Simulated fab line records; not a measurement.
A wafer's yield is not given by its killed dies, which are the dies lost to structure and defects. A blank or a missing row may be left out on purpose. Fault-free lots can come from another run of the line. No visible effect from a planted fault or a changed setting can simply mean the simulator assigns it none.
fab line records	flow nand-harc
[record] lots = 24	wafers = 72	last-day = 34
route steps=1302 shown A_M0@1168 A_M1@1186 A_BONDPAD@1216
lots that met no fault: from a run of the same line without faults
start-h: hours from the record's first day to the start of the lot's first wafer shown	wait-h: how many hours have passed since the lot's step before this one	" unchanged from the row above	L1.1+2: a single row standing in for several wafers	- either no value or no given start	* or withheld: withheld	< > ~ a bound
route shown NAME@n: a module of which the file shows steps, and the number in the route of the first	usual: mean/standard deviation of fault-free wafers	same: alike in all rows	chamber/n: place in a boat	sites: readings site by site	_std_site: the values' standard deviation	_edge_site: outer sites' mean less inner sites'	radius-mm: for every site, how far away it sits from the centre of the wafer	mask NAME#n: copy n	behind: the tool/chamber that last shaped the wafer	hold: what put the lot on hold/how long, in hours/how the hold closed	device: transistor that didn't switch, given as n, p or np	end of line: the same wafers' tests at the end of the route	a step given without rows: its recipe and nothing more	killed: dies that structure and defects cost at the first sort, which is not the same as the wafer's yield	map: a wafer's dies, x killed, . not, _ none there
set.NAME: the run value of the setting; set.NAME@STEP: its run value at that earlier step	model.NAME: the simulator's own value behind a step, which no gauge read
the route's steps for a sample of lots (tables are steps, rows are wafers)
services: from which hour (start-h, from the record's first day; less than 0 if before it) a tool's chamber was out of use, for how many hours, and why
[[steps]]
[step NHARC_A_M0_DEP_32]
[recipe] target-thk-a = 300	temp-c = 370	target-thk-nm = 30	pressure-torr = 3	flow-sccm = 200	rf-w = 450	material = SiCN
[usual] heater-power-w = 557/62
lot.wafer	tool	chamber	start-h	wait-h	heater-power-w
L074.2	pecvd-02	1	528.56	0.1	493
L074.1	"	2	"	"	582
L074.4	"	1	"	"	491
L075.1	pecvd-03	0	534.52	0.1	526
L075.2	"	1	"	"	636
L075.5	"	1	"	"	637
L076.1	pecvd-04	0	535.56	0.1	521
L076.2	"	2	"	"	536
L076.4	"	0	"	"	553
L077.2	pecvd-04	0	548.62	0.1	574
L077.1	"	1	"	"	511
L077.4	"	0	"	"	573
L078.2	pecvd-04	0	559.03	0.1	602
L078.4	"	1	"	"	596
L078.5	"	0	"	"	590
L079.2	pecvd-02	2	565.93	0.1	541
L079.1	"	1	"	"	491
L079.4	"	0	"	"	671
L080.2	pecvd-03	2	582.56	0.1	622
L080.3	"	0	"	"	503
L080.5	"	1	"	"	635
L081.6	pecvd-04	2	600.03	0.2	619
L081.4	"	0	"	"	587
L081.5	"	1	"	"	478
L083.2	pecvd-04	0	612.51	0.1	597
L083.3	"	2	"	"	509
L083.5	"	1	"	"	541
L082.6	pecvd-03	1	614.24	0.2	641
L082.5	"	2	"	"	623
L082.4	"	0	"	"	470
L084.2	pecvd-02	2	638.29	0.1	644
L084.1	"	1	"	"	420
L084.6	"	2	"	"	640
L085.3	pecvd-02	0	640.27	0.1	651
L085.2	"	1	"	"	428
L085.6	"	0	"	"	641
L087.5	pecvd-04	2	652.57	0.2	538
L087.6	"	0	"	"	495
L087.4	"	1	"	"	546
L088.2	pecvd-02	0	655.07	0.1	657
L088.5	"	1	"	"	434
L088.4	"	0	"	"	656
L086.3	pecvd-02	1	655.60	0.1	444
L086.1	"	2	"	"	621
L086.4	"	2	"	"	614
L089.1	pecvd-04	1	656.99	0.1	544
L089.2	"	2	"	"	529
L089.4	"	2	"	"	541
L091.2	pecvd-04	2	681.86	0.1	614
L091.3	"	0	"	"	546
L091.6	"	1	"	"	541
L090.3	pecvd-04	2	683.28	0.1	531
L090.1	"	1	"	"	479
L090.4	"	1	"	"	484
L092.2	pecvd-04	2	702.10	0.1	612
L092.3	"	0	"	"	486
L092.5	"	2	"	"	583
L093.2	pecvd-04	1	706.78	0.1	548
L093.3	"	0	"	"	496
L093.6	"	1	"	"	573
L094.1	pecvd-02	1	711.23	0.1	449
L094.3	"	2	"	"	594
L094.4	"	0	"	"	601
L095.2	pecvd-04	0	729.06	0.1	471
L095.5	"	1	"	"	549
L095.4	"	0	"	"	488
L096.2	pecvd-04	2	729.76	0.1	562
L096.4	"	1	"	"	545
L096.6	"	2	"	"	560
L097.3	pecvd-03	0	771.67	0.1	522
L097.1	"	1	"	"	644
L097.5	"	0	"	"	510
[step NHARC_A_M1_STRIP_18]
[recipe] power-w = 1000	n2-flow-sccm = 150	h2-flow-sccm = 150	ar-flow-sccm = 0	bias-w = 0	chemistry = N2/H2
[usual] drypump-motor-current-A = 5.8/0.46	oes-product-au = 0.999/0.01	rf-vpp-V = 90.7/0.9	showerhead-plenum-p-Torr = 2.05/0.085	throttle-valve-pct = 14.171/0.0094
lot.wafer	tool	chamber	start-h	wait-h	drypump-motor-current-A	oes-product-au	rf-hours-counter-h	rf-vpp-V	showerhead-plenum-p-Torr	throttle-valve-pct
L074.1	rie-diel-03	1	530.23	0.1	5.4	0.978	2.2	89.0	1.97	14.179
L074.4	"	2	"	"	5.6	0.991	2.1	90.5	1.96	14.163
L074.2	"	0	"	"	4.9	0.999	2.1	90.2	2.00	14.178
L075.1	rie-diel-05	3	536.35	0.1	6.2	0.992	5.8	90.3	2.16	14.155
L075.2	"	0	"	"	6.0	0.994	5.8	89.3	2.05	14.178
L075.5	"	1	"	"	5.1	0.990	-	92.3	2.19	14.185
L076.1	rie-diel-03	3	537.38	0.1	6.1	1.003	2.1	91.4	2.04	14.161
L076.2	"	0	"	"	5.0	0.999	2.3	92.0	2.00	14.160
L076.4	"	2	"	"	5.6	0.999	2.3	90.4	1.96	14.179
L077.2	rie-diel-03	1	550.43	0.1	5.4	0.993	2.6	90.8	1.97	14.170
L077.4	"	2	"	"	5.7	0.986	2.5	89.6	1.96	14.177
L077.1	"	3	"	"	6.1	1.014	2.4	89.5	2.04	14.185
L078.2	rie-diel-13	0	560.80	0.1	6.3	0.989	2.6	92.4	2.14	14.174
L078.4	"	2	"	"	5.5	0.988	2.1	90.2	1.93	14.185
L078.5	"	1	"	"	6.2	1.002	-	90.5	2.05	14.190
L079.4	rie-diel-13	3	567.76	0.1	6.5	1.009	2.3	90.8	1.99	14.159
L079.2	"	0	"	"	6.2	0.984	2.8	90.0	2.14	14.145
L079.1	"	2	"	"	5.5	0.986	2.2	90.5	1.93	14.181
L080.3	rie-diel-13	1	584.37	0.1	6.2	1.003	3.6	90.6	2.05	14.164
L080.2	"	3	"	"	6.5	1.001	3.2	90.8	1.99	14.185
L080.5	"	2	"	"	5.6	0.998	-	90.7	1.93	14.161
L081.4	rie-diel-05	2	601.77	0.1	5.7	1.002	0.3	93.1	2.19	14.154
L081.6	"	0	"	"	6.0	0.992	-	90.2	2.05	14.172
L081.5	"	1	"	"	5.1	1.017	-	90.8	2.19	14.172
L083.2	rie-diel-05	0	614.67	0.1	6.0	0.981	1.0	91.4	2.05	14.182
L083.3	"	1	"	"	5.1	1.002	1.0	91.4	2.19	14.174
L083.5	"	0	"	"	6.0	0.979	-	91.6	2.05	14.176
L082.4	rie-diel-05	2	615.99	0.1	5.7	0.995	1.5	91.4	2.19	14.169
L082.6	"	3	"	"	6.1	1.005	-	91.2	2.16	14.167
L082.5	"	0	"	"	5.9	0.977	-	91.3	2.05	14.161
L084.2	rie-diel-05	3	640.11	0.1	6.2	1.014	2.9	90.3	2.16	14.151
L084.1	"	0	"	"	5.9	0.998	2.6	92.3	2.05	14.169
L084.6	"	3	"	"	6.2	1.004	-	91.7	2.16	14.173
L085.2	rie-diel-13	0	641.95	0.1	6.2	0.983	6.0	90.8	2.14	14.183
L085.3	"	2	"	"	5.5	0.987	5.4	90.4	1.93	14.161
L085.6	"	0	"	"	6.2	0.996	-	91.4	2.14	14.171
L087.4	rie-diel-05	3	654.35	0.2	6.2	0.997	4.0	91.2	2.16	14.181
L087.6	"	0	"	"	6.0	0.992	-	92.1	2.05	14.170
L087.5	"	1	"	"	5.1	1.006	-	91.2	2.18	14.175
L088.2	rie-diel-13	3	656.82	0.1	6.5	1.007	7.0	91.1	1.98	14.174
L088.4	"	0	"	"	6.2	0.992	7.4	90.9	2.14	14.188
L088.5	"	3	"	"	6.5	1.010	-	90.9	1.99	14.185
L086.4	rie-diel-13	1	657.39	0.1	6.2	0.994	7.8	90.6	2.04	14.183
L086.3	"	2	"	"	5.5	0.998	7.2	89.8	1.93	14.175
L086.1	"	3	"	"	6.5	1.010	7.1	91.1	1.98	14.165
L089.2	rie-diel-13	3	658.66	0.1	6.5	1.007	7.2	90.8	1.99	14.159
L089.4	"	0	"	"	6.2	0.981	7.5	90.8	2.14	14.166
L089.1	"	2	"	"	5.5	0.988	7.3	89.2	1.93	14.174
L091.2	rie-diel-05	1	683.69	0.1	5.1	1.017	4.9	91.7	2.18	14.168
L091.3	"	2	"	"	5.7	0.993	5.0	92.0	2.19	14.168
L091.6	"	3	"	"	6.1	0.993	-	92.8	2.16	14.158
L090.4	rie-diel-03	2	685.10	0.1	5.7	1.010	0.8	88.9	1.96	14.178
L090.1	"	3	"	"	6.1	1.011	0.6	90.8	2.04	14.182
L090.3	"	1	"	"	5.3	0.993	0.9	92.0	1.97	14.160
L092.3	rie-diel-03	2	703.95	0.1	5.7	1.006	1.2	90.7	1.96	14.174
L092.2	"	1	"	"	5.4	1.000	1.3	91.1	1.97	14.185
L092.5	"	3	"	"	6.1	1.022	-	90.6	2.04	14.185
L093.3	rie-diel-13	1	708.59	0.1	6.2	1.001	0.0	91.2	2.04	14.170
L093.2	"	2	"	"	5.6	0.991	0.0	90.4	1.93	14.176
L093.6	"	0	"	"	6.2	1.020	-	90.7	2.14	14.162
L094.1	rie-diel-03	1	713.03	0.1	5.3	0.996	1.8	90.2	1.97	14.165
L094.4	"	2	"	"	5.6	0.994	1.8	89.6	1.96	14.175
L094.3	"	3	"	"	6.1	1.013	1.6	89.6	2.04	14.171
L095.2	rie-diel-03	1	730.93	0.1	5.3	0.985	2.6	90.0	1.97	14.159
L095.4	"	2	"	"	5.7	0.998	2.5	91.1	1.96	14.170
L095.5	"	3	"	"	6.1	1.009	-	89.6	2.04	14.170
L096.2	rie-diel-13	1	731.60	0.1	6.2	1.001	1.2	90.4	2.04	14.159
L096.4	"	2	"	"	5.5	0.999	-	90.3	1.93	14.175
L096.6	"	1	"	"	6.2	0.990	-	90.9	2.04	14.172
L097.1	rie-diel-03	3	773.49	0.1	6.1	0.999	2.5	88.6	2.04	14.168
L097.3	"	0	"	"	4.9	0.993	2.5	90.5	2.00	14.155
L097.5	"	1	"	"	5.3	0.992	-	90.0	1.97	14.166
[step NHARC_A_M1_DEGAS_29]
[recipe] temp-c = 250	time-s = 60
[usual] heater-power-w = 330/17
lot.wafer	tool	chamber	start-h	wait-h	heater-power-w
L074.2	pvd-sputter-02	-	530.88	-	310
L074.1	"	-	"	"	329
L074.4	"	-	"	"	325
L075.2	pvd-sputter-02	-	536.94	-	307
L075.1	"	-	"	"	323
L075.5	"	-	"	"	312
L076.2	pvd-sputter-02	-	538.03	-	328
L076.4	"	-	"	"	321
L076.1	"	-	"	"	308
L077.4	pvd-sputter-02	-	551.08	-	330
L077.2	"	-	"	"	330
L077.1	"	-	"	"	321
L078.4	pvd-sputter-01	-	561.46	-	339
L078.2	"	-	"	"	311
L078.5	"	-	"	"	345
L079.2	pvd-sputter-03	-	568.40	-	337
L079.1	"	-	"	"	358
L079.4	"	-	"	"	364
L080.2	pvd-sputter-03	-	585.01	-	306
L080.3	"	-	"	"	369
L080.5	"	-	"	"	335
L081.4	pvd-sputter-01	-	602.37	-	344
L081.6	"	-	"	"	309
L081.5	"	-	"	"	342
L083.2	pvd-sputter-01	-	615.31	-	312
L083.3	"	-	"	"	337
L083.5	"	-	"	"	349
L082.4	pvd-sputter-03	-	616.57	-	361
L082.5	"	-	"	"	313
L082.6	"	-	"	"	347
L084.2	pvd-sputter-01	-	641.08	-	346
L084.1	"	-	"	"	306
L084.6	"	-	"	"	341
L085.3	pvd-sputter-03	-	642.59	-	359
L085.2	"	-	"	"	366
L085.6	"	-	"	"	364
L087.4	pvd-sputter-03	-	654.93	-	356
L087.5	"	-	"	"	320
L087.6	"	-	"	"	334
L088.2	pvd-sputter-01	-	657.46	-	307
L088.4	"	-	"	"	349
L088.5	"	-	"	"	332
L086.4	pvd-sputter-03	-	658.03	-	330
L086.1	"	-	"	"	362
L086.3	"	-	"	"	317
L089.1	pvd-sputter-02	-	659.30	-	313
L089.4	"	-	"	"	312
L089.2	"	-	"	"	324
L091.2	pvd-sputter-01	-	684.30	-	337
L091.3	"	-	"	"	344
L091.6	"	-	"	"	345
L090.3	pvd-sputter-01	-	685.74	-	308
L090.1	"	-	"	"	345
L090.4	"	-	"	"	344
L092.3	pvd-sputter-01	-	704.59	-	308
L092.2	"	-	"	"	352
L092.5	"	-	"	"	314
L093.3	pvd-sputter-02	-	709.21	-	315
L093.2	"	-	"	"	343
L093.6	"	-	"	"	322
L094.4	pvd-sputter-02	-	713.68	-	309
L094.1	"	-	"	"	335
L094.3	"	-	"	"	327
L095.2	pvd-sputter-01	-	731.53	-	339
L095.4	"	-	"	"	313
L095.5	"	-	"	"	337
L096.2	pvd-sputter-02	-	732.23	-	326
L096.4	"	-	"	"	339
L096.6	"	-	"	"	331
L097.3	pvd-sputter-02	-	774.08	-	309
L097.1	"	-	"	"	311
L097.5	"	-	"	"	320
[step NHARC_A_BONDPAD_OVL_MEAS_35]
[usual] overlay-x-nm = 0/3.5	overlay-y-nm = -2/5.4
lot.wafer	tool	chamber	start-h	wait-h	overlay-x-nm	overlay-y-nm
L074.1	overlay-01	-	534.45	-	-4	-8
L074.2	"	-	"	"	-5	-8
L074.4	"	-	"	"	-5	-8
L075.1	overlay-01	-	540.53	-	2	0
L075.2	"	-	"	"	2	0
L075.5	"	-	"	"	2	0
L076.1	overlay-02	-	541.61	-	4	12
L076.2	"	-	"	"	3	13
L076.4	"	-	"	"	4	12
L077.1	overlay-02	-	554.66	-	-2	-1
L077.2	"	-	"	"	-2	0
L077.4	"	-	"	"	-1	-1
L078.2	overlay-02	-	565.20	-	4	2
L078.4	"	-	"	"	4	2
L078.5	"	-	"	"	4	2
L079.1	overlay-01	-	571.97	-	0	6
L079.2	"	-	"	"	1	5
L079.4	"	-	"	"	1	5
L080.2	overlay-01	-	588.57	-	0	1
L080.3	"	-	"	"	0	1
L080.5	"	-	"	"	0	1
L081.4	overlay-02	-	605.93	-	-1	-8
L081.5	"	-	"	"	-1	-8
L081.6	"	-	"	"	-1	-8
L083.2	overlay-02	-	618.89	-	-5	-6
L083.3	"	-	"	"	-6	-5
L083.5	"	-	"	"	-5	-6
L082.4	overlay-02	-	620.13	-	2	3
L082.5	"	-	"	"	1	3
L082.6	"	-	"	"	2	3
L084.1	overlay-02	-	644.82	-	1	-3
L084.2	"	-	"	"	1	-3
L084.6	"	-	"	"	1	-3
L085.2	overlay-01	-	646.03	-	1	-12
L085.3	"	-	"	"	1	-12
L085.6	"	-	"	"	1	-12
L087.4	overlay-01	-	658.50	-	-3	0
L087.5	"	-	"	"	-2	0
L087.6	"	-	"	"	-2	0
L088.2	overlay-01	-	661.03	-	4	5
L088.4	"	-	"	"	3	4
L088.5	"	-	"	"	3	5
L086.1	overlay-02	-	661.60	-	2	-3
L086.3	"	-	"	"	2	-3
L086.4	"	-	"	"	2	-4
L089.1	overlay-02	-	662.89	-	5	0
L089.2	"	-	"	"	5	0
L089.4	"	-	"	"	5	1
L091.2	overlay-02	-	687.80	-	-6	-1
L091.3	"	-	"	"	-6	-1
L091.6	"	-	"	"	-6	-1
L090.1	overlay-02	-	689.30	-	-5	-1
L090.3	"	-	"	"	-6	-1
L090.4	"	-	"	"	-6	-1
L092.2	overlay-02	-	708.16	-	-6	0
L092.3	"	-	"	"	-5	1
L092.5	"	-	"	"	-6	0
L093.2	overlay-01	-	712.77	-	-4	-4
L093.3	"	-	"	"	-4	-4
L093.6	"	-	"	"	-4	-4
L094.1	overlay-02	-	717.12	-	5	-11
L094.3	"	-	"	"	5	-10
L094.4	"	-	"	"	5	-10
L095.2	overlay-02	-	734.96	-	-3	-6
L095.4	"	-	"	"	-3	-6
L095.5	"	-	"	"	-3	-6
L096.2	overlay-02	-	735.78	-	2	-7
L096.4	"	-	"	"	2	-7
L096.6	"	-	"	"	2	-6
L097.1	overlay-02	-	777.65	-	-1	-8
L097.3	"	-	"	"	-1	-8
L097.5	"	-	"	"	0	-8
[step NHARC_A_BONDPAD_STRIP_15]
[recipe] o2-flow-sccm = 500	ar-flow-sccm = 0	bias-w = 0	chemistry = O2
[usual] drypump-motor-current-A = 5.9/0.31	o2-flow-sccm = 499.8/1.4	oes-product-au = 0.991/0.01	rf-vpp-V = 58.0/0.86	showerhead-plenum-p-Torr = 3.62/0.18	throttle-valve-pct = 17.036/0.0086
lot.wafer	tool	chamber	start-h	wait-h	drypump-motor-current-A	o2-flow-sccm	oes-product-au	rf-hours-counter-h	rf-vpp-V	showerhead-plenum-p-Torr	throttle-valve-pct
L074.1	rie-diel-06	0	534.98	0.1	6.3	501.0	1.006	8	59.2	3.65	17.018
L074.4	"	1	"	"	5.8	498.5	0.996	7	57.6	3.71	17.027
L074.2	"	2	"	"	5.3	498.1	0.986	9	56.6	3.76	17.029
L075.1	rie-diel-04	0	541.04	0.1	5.8	501.2	0.990	0	56.6	3.41	17.044
L075.2	"	3	"	"	6.5	499.6	1.006	0	58.9	3.55	17.035
L075.5	"	0	"	"	5.8	501.5	0.987	-	57.5	3.41	17.031
L076.4	rie-diel-12	0	542.14	0.1	5.9	501.5	0.981	3	58.6	3.79	17.028
L076.1	"	1	"	"	5.7	499.5	0.982	3	59.9	3.75	17.035
L076.2	"	2	"	"	5.6	500.6	0.981	3	57.3	3.71	17.021
L077.1	rie-diel-12	3	555.17	0.1	6.2	499.0	0.990	4	58.1	3.31	17.045
L077.2	"	1	"	"	5.7	497.8	0.983	4	57.7	3.75	17.033
L077.4	"	2	"	"	5.6	497.6	0.990	-	58.0	3.71	17.042
L078.2	rie-diel-12	3	565.89	0.1	6.2	500.8	0.995	4	57.1	3.31	17.037
L078.4	"	2	"	"	5.6	499.2	0.988	-	58.7	3.71	17.026
L078.5	"	3	"	"	6.2	499.5	1.005	-	57.8	3.31	17.043
L079.1	rie-diel-12	2	572.48	0.1	5.7	500.8	0.972	5	58.5	3.71	17.038
L079.2	"	3	"	"	6.2	499.9	0.995	5	55.6	3.31	17.036
L079.4	"	1	"	"	5.7	499.6	0.992	-	58.3	3.75	17.032
L080.2	rie-diel-12	3	589.09	0.1	6.2	498.2	0.987	5	56.7	3.31	17.036
L080.3	"	1	"	"	5.7	499.8	0.997	5	57.8	3.74	17.020
L080.5	"	3	"	"	6.2	501.5	0.989	-	55.1	3.31	17.027
L081.4	rie-diel-04	0	606.50	0.1	5.8	498.4	0.992	8	57.2	3.40	17.028
L081.6	"	0	"	"	5.8	497.4	0.986	-	58.1	3.40	17.025
L081.5	"	1	"	"	6.6	499.3	0.991	-	59.0	3.78	17.038
L083.2	rie-diel-12	0	619.43	0.1	5.9	498.7	0.989	4	57.4	3.79	17.017
L083.3	"	1	"	"	5.6	497.8	0.981	5	57.4	3.74	17.051
L083.5	"	2	"	"	5.6	500.7	0.972	-	58.7	3.70	17.027
L082.4	rie-diel-06	3	620.68	0.1	5.9	498.8	1.009	40	58.1	3.72	17.047
L082.6	"	1	"	"	5.8	498.3	0.989	-	58.1	3.69	17.035
L082.5	"	2	"	"	5.3	502.0	0.999	-	57.8	3.75	17.048
L084.2	rie-diel-12	3	645.35	0.1	6.2	500.8	0.996	0	57.7	3.31	17.041
L084.1	"	0	"	"	5.9	497.7	0.992	0	58.4	3.78	17.044
L084.6	"	3	"	"	6.2	500.6	0.997	-	57.3	3.31	17.031
L085.2	rie-diel-12	1	646.54	0.1	5.6	502.6	1.006	0	56.5	3.74	17.035
L085.3	"	3	"	"	6.2	499.0	0.990	0	58.4	3.31	17.044
L085.6	"	2	"	"	5.6	498.5	0.964	-	60.1	3.70	17.040
L087.4	rie-diel-04	1	659.01	0.1	6.6	501.0	0.988	19	59.0	3.78	17.033
L087.5	"	1	"	"	6.6	500.4	0.986	-	58.3	3.78	17.038
L087.6	"	2	"	"	6.3	498.9	1.005	-	56.8	3.39	17.053
L088.2	rie-diel-12	1	661.55	0.1	5.7	500.7	0.990	1	58.7	3.74	17.027
L088.4	"	2	"	"	5.7	498.1	0.971	1	58.8	3.70	17.030
L088.5	"	1	"	"	5.7	501.2	0.998	-	58.9	3.74	17.029
L086.1	rie-diel-06	0	662.11	0.1	6.2	501.1	0.995	48	58.4	3.63	17.044
L086.3	"	1	"	"	5.7	498.6	0.991	48	57.0	3.68	17.053
L086.4	"	2	"	"	5.3	499.4	0.991	48	56.9	3.74	17.035
L089.4	rie-diel-12	0	663.42	0.1	5.9	500.1	0.993	1	58.0	3.78	17.025
L089.1	"	1	"	"	5.7	495.1	1.000	1	59.3	3.74	17.040
L089.2	"	2	"	"	5.6	499.8	0.971	1	57.2	3.70	17.039
L091.2	rie-diel-12	3	688.31	0.1	6.2	500.4	0.989	2	58.1	3.31	17.033
L091.3	"	0	"	"	5.9	500.3	0.988	2	58.5	3.78	17.042
L091.6	"	1	"	"	5.7	500.1	0.994	-	57.5	3.74	17.045
L090.3	rie-diel-12	1	689.87	0.1	5.6	499.6	0.990	2	58.8	3.74	17.042
L090.4	"	3	"	"	6.2	498.0	1.005	2	57.1	3.31	17.012
L090.1	"	0	"	"	5.9	501.1	0.993	2	57.8	3.78	17.040
L092.3	rie-diel-12	0	708.67	0.1	5.9	497.2	0.996	3	57.4	3.78	17.039
L092.2	"	1	"	"	5.7	497.4	0.994	3	58.7	3.74	17.055
L092.5	"	1	"	"	5.7	501.8	1.004	-	57.2	3.74	17.040
L093.3	rie-diel-12	0	713.30	0.1	5.9	499.6	0.999	3	58.1	3.78	17.034
L093.2	"	2	"	"	5.6	501.6	0.973	2	57.7	3.70	17.031
L093.6	"	3	"	"	6.2	497.4	0.985	-	57.3	3.31	17.032
L094.1	rie-diel-06	2	717.63	0.1	5.3	498.1	0.997	10	58.0	3.73	17.052
L094.3	"	0	"	"	6.3	501.4	1.002	12	59.1	3.62	17.043
L094.4	"	1	"	"	5.8	502.1	0.985	10	59.4	3.68	17.030
L095.4	rie-diel-12	3	735.47	0.1	6.2	500.3	0.999	3	58.2	3.31	17.048
L095.2	"	1	"	"	5.7	499.5	0.990	3	57.7	3.74	17.031
L095.5	"	0	"	"	5.9	498.7	0.974	-	58.4	3.78	17.024
L096.2	rie-diel-12	1	736.30	0.1	5.6	498.7	0.992	3	57.3	3.74	17.037
L096.4	"	3	"	"	6.2	497.7	0.996	3	58.4	3.31	17.039
L096.6	"	2	"	"	5.6	500.8	0.971	-	58.3	3.70	17.031
L097.3	rie-diel-12	1	778.64	0.1	5.6	499.8	1.017	4	57.7	3.74	17.036
L097.1	"	2	"	"	5.6	501.7	0.989	4	57.7	3.70	17.044
L097.5	"	0	"	"	5.9	498.8	0.991	-	58.3	3.78	17.029
[step NHARC_A_BONDPAD_PRE_CLEAN_26]
[recipe] time-s = 30	temp-c = 280	gas = H2/He
[usual] heater-power-w = 408/21
lot.wafer	tool	chamber	start-h	wait-h	heater-power-w
L074.1	pvd-sputter-02	-	-	-	415
L074.2	"	-	"	"	390
L074.4	"	-	"	"	396
L075.1	pvd-sputter-02	-	-	-	384
L075.2	"	-	"	"	397
L075.5	"	-	"	"	385
L076.4	pvd-sputter-01	-	-	-	404
L076.2	"	-	"	"	415
L076.1	"	-	"	"	377
L077.4	pvd-sputter-01	-	-	-	414
L077.2	"	-	"	"	410
L077.1	"	-	"	"	394
L078.2	pvd-sputter-01	-	-	-	371
L078.4	"	-	"	"	429
L078.5	"	-	"	"	406
L079.4	pvd-sputter-01	-	-	-	412
L079.1	"	-	"	"	383
L079.2	"	-	"	"	415
L080.2	pvd-sputter-02	-	-	-	378
L080.3	"	-	"	"	413
L080.5	"	-	"	"	401
L081.4	pvd-sputter-02	-	-	-	381
L081.6	"	-	"	"	400
L081.5	"	-	"	"	408
L083.2	pvd-sputter-02	-	-	-	406
L083.3	"	-	"	"	383
L083.5	"	-	"	"	388
L082.4	pvd-sputter-01	-	-	-	391
L082.5	"	-	"	"	421
L082.6	"	-	"	"	431
L084.2	pvd-sputter-03	-	-	-	445
L084.1	"	-	"	"	455
L084.6	"	-	"	"	447
L085.3	pvd-sputter-01	-	-	-	410
L085.2	"	-	"	"	413
L085.6	"	-	"	"	412
L087.4	pvd-sputter-03	-	-	-	409
L087.5	"	-	"	"	402
L087.6	"	-	"	"	438
L088.2	pvd-sputter-03	-	-	-	433
L088.4	"	-	"	"	377
L088.5	"	-	"	"	440
L086.4	pvd-sputter-02	-	-	-	392
L086.3	"	-	"	"	381
L086.1	"	-	"	"	412
L089.4	pvd-sputter-02	-	-	-	410
L089.1	"	-	"	"	398
L089.2	"	-	"	"	372
L091.2	pvd-sputter-01	-	-	-	415
L091.3	"	-	"	"	428
L091.6	"	-	"	"	389
L090.4	pvd-sputter-03	-	-	-	416
L090.1	"	-	"	"	446
L090.3	"	-	"	"	452
L092.2	pvd-sputter-03	-	-	-	408
L092.3	"	-	"	"	452
L092.5	"	-	"	"	379
L093.2	pvd-sputter-03	-	-	-	410
L093.3	"	-	"	"	445
L093.6	"	-	"	"	434
L094.4	pvd-sputter-01	-	-	-	433
L094.3	"	-	"	"	406
L094.1	"	-	"	"	429
L095.4	pvd-sputter-01	-	-	-	411
L095.2	"	-	"	"	426
L095.5	"	-	"	"	381
L096.2	pvd-sputter-02	-	-	-	405
L096.4	"	-	"	"	385
L096.6	"	-	"	"	401
L097.3	pvd-sputter-03	-	-	-	398
L097.1	"	-	"	"	392
L097.5	"	-	"	"	408
[[services]]
tool	chamber	start-h	hours	kind
rie-diel-13	-	519.00	9.0	pm
pecvd-04	2	519.92	5.1	repair
rie-diel-12	0	547.86	30.6	repair
rie-diel-12	1	556.31	9.7	repair
pvd-sputter-03	-	557.75	10.0	pm
rie-diel-13	2	562.06	2.4	repair
rie-diel-12	-	563.00	1.0	repair
rie-diel-12	-	580.61	0.4	repair
pvd-sputter-01	-	582.02	10.0	pm
rie-diel-12	3	595.96	16.6	repair
pvd-sputter-03	-	613.65	1.3	repair
rie-diel-12	-	622.40	9.0	pm
pecvd-04	-	631.00	13.0	pm
rie-diel-13	2	632.64	2.4	repair
pvd-sputter-02	-	638.01	10.0	pm
rie-diel-12	3	670.50	4.0	repair
rie-diel-12	2	672.28	17.4	repair
rie-diel-12	0	674.51	1.4	repair
rie-diel-12	-	695.31	0.1	repair
rie-diel-12	2	703.37	2.3	repair
rie-diel-12	3	719.98	2.2	repair
pvd-sputter-03	-	725.83	41.1	repair
pvd-sputter-01	-	760.02	10.0	pm
pvd-sputter-03	-	766.97	10.0	pm
[[key]]
fault none
